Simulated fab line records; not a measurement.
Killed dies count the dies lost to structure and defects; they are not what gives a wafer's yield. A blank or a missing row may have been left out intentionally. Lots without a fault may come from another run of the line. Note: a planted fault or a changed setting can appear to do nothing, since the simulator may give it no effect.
A lot that was struck, set against a sound lot    flow n5_finfet    39 out of 1938 route steps
Sound: these wafers, L535.2, L535.3, L535.4. Struck: wafer L539.6 (left out: L539.3, L539.5 of the same lot, which were not struck); the cause appears at the end.
Order at every step that has rows: each side's tool, ch and its chambers, its first start. Under that, the readings that differ: sound wafers    struck wafers    difference of the means    sigmas: that difference in standard deviations of wafers without a fault.
alike: readings whose means differ by less than 2 such deviations, and words and numbers that are the same on both sides. not compared: withheld readings, readings that some wafer has no value for, bounds like >300 that may hide the same value, and numbers for which the record gives no deviation and whose values overlap.
Wherever a step has rows on one side only, a row that says differs or no value, or a row with sigmas, the two part there. Non-overlapping numbers with no deviation appear without sigmas and do not part them. A reading missing from all wafers of one side parts the sides only when that side holds two or more wafers.

first, 9 steps without rows for these wafers: N5_BEOL_M2_SOFTBAKE_23 (time 60 s); N5_BEOL_M2_EXPOSE_25 (exposes mask V1, defocus 5 nm); N5_BEOL_M2_PEB_26 (peb time 60 s); N5_BEOL_M2_DEVELOP_27 (develop time 30 s); N5_BEOL_M2_DESCUM_33 (chemistry O2, time 7 s); N5_BEOL_M2_ETCH_77 (etches underlayer in N2/H2, target depth 6.5 nm, time 5.2 s); N5_BEOL_M2_ETCH_69 (etches SiARC in CF4, target depth 15.6 nm, time 26 s); N5_BEOL_M2_ALD_98 (deposits SiO2, target thk 2.5 nm, pulse time 1 s, co reactant pulse time 1 s); N5_BEOL_M2_ETCHBACK_99 (etches SiO2 in CHF3, target depth 5 nm, time 10.4 s).
N5_BEOL_M2_ETCH_70: etches SOC in N2/H2, target depth 80 nm, overetch 24 nm, time 130 s.
  sound on rie_diel-01 ch 0,1,3, day 10 08:44; struck on rie_diel-06 ch 3, day 11 06:46
reading                                     sound             struck  difference  sigmas
model.etch.depth_nm (nm)                    60.01 59.68 59.6  54.54   -5.22       
model.SiARC_of_BEOL_M2_COAT_68.thk_nm (nm)  6 5.8 6.2         8.8     +2.8        
  alike: drypump_motor_current_A, oes_product_au, rf_vpp_V, showerhead_plenum_p_Torr, throttle_valve_pct
  not compared: rf_hours_counter_h
then, 27 steps without rows for these wafers: N5_BEOL_M2_STRIP_71 (strips in N2/H2); N5_BEOL_M2_STRIP_78 (strips in N2/H2); N5_BEOL_M2_VIA_ETCH_34 (etches the open film in C4F6/O2, target depth 69.4 nm, time 65.9 s); N5_BEOL_M2_STRIP_83 (strips in C4F6/O2); N5_BEOL_M2_STRIP_36 (strips in N2/H2); N5_BEOL_M2_TRENCH_ETCH_37 (etches SiOC in C4F6/O2, target depth 55.555 nm, time 29.2 s); N5_BEOL_M2_ETCH_41 (etches SiCN in CH3F/O2, target depth 29.9 nm, time 52.5 s); N5_BEOL_M2_STRIP_97 (strips in N2/H2, time 10 s); N5_BEOL_M2_HM_STRIP_39 (strips TiN in peroxide tin strip, target depth 25 nm, time 158 s); N5_BEOL_M2_SRD_40 (time 30 s); N5_BEOL_M2_PRECLEAN_42 (cleans in residue remover, time 60 s); N5_BEOL_M2_SRD_43 (time 30 s); N5_BEOL_M2_DEGAS_44 (time 60 s); N5_BEOL_M2_PRE_CLEAN_45 (time 30 s); N5_BEOL_M2_ALD_84 (deposits TaN, pulse time 2 s, purge time 3 s, co reactant purge time 2 s); N5_BEOL_M2_SURFACE_TREAT_85; N5_BEOL_M2_CVD_47 (deposits Co from CCTBA/H2, target thk 3 nm, time 223.8 s); N5_BEOL_M2_SPUTTER_48 (material Cu, target thk 4.5 nm, time 8.29 s); N5_BEOL_M2_ANNEAL_49 (time 240 s); N5_BEOL_M2_SPUTTER_79 (material Cu, target thk 4.5 nm, time 8.29 s); N5_BEOL_M2_ANNEAL_80 (time 240 s); N5_BEOL_M2_SPUTTER_81 (material Cu, target thk 4.5 nm, time 8.29 s); N5_BEOL_M2_ANNEAL_82 (time 240 s); N5_BEOL_M2_SPUTTER_86 (material Cu, target thk 4.5 nm, time 8.29 s); N5_BEOL_M2_ANNEAL_87 (time 240 s); N5_BEOL_M2_SPUTTER_88 (material Cu, target thk 4.5 nm, time 8.29 s); N5_BEOL_M2_ANNEAL_89 (time 240 s).
N5_BEOL_M4_RC_MEAS_101:
  the record has rows for the sound wafers here (prober-01 ch 0, day 11 14:34) and none for the struck ones
-- the record jumps here: 6 days lie between the struck wafers' starts before and after (it left off in module BEOL_M4 and takes up again in module PASSIVATION, whose first step shown is number 1936 of the route) --
N5_PASSIVATION_PROBE_49:
  struck on prober-02, day 16 22:14; sound on prober-02, day 16 12:37
reading                   sound           struck  difference  sigmas
defect_limited_yield (%)  87.5 90.6 90.9  28.5    -61.2       -41
killed_at_M0_to_M3        56 31 44        788     +744        +74
killed_dies               147 111 107     844     +722        +40
killed_on_rim             20 12 14        141     +126        +30
killed_open               94 62 66        48      -26         -2
sort_bin_5_function (%)   7.1 5.5 5.0     68.1    +62.2       +62
sort_n_pass               1033 1069 1073  336     -722        -40
sort_yield_pct (%)        87.5 90.6 90.9  28.5    -61.2       -41
  alike: killed_at_M4_up, killed_at_contacts, killed_at_front_end, killed_at_other, killed_short, sort_bin_6_memory

## WHERE THEY PART
At N5_BEOL_M4_RC_MEAS_101 first; at N5_PASSIVATION_PROBE_49 last (within this record only).

WHY: what the simulator had put in
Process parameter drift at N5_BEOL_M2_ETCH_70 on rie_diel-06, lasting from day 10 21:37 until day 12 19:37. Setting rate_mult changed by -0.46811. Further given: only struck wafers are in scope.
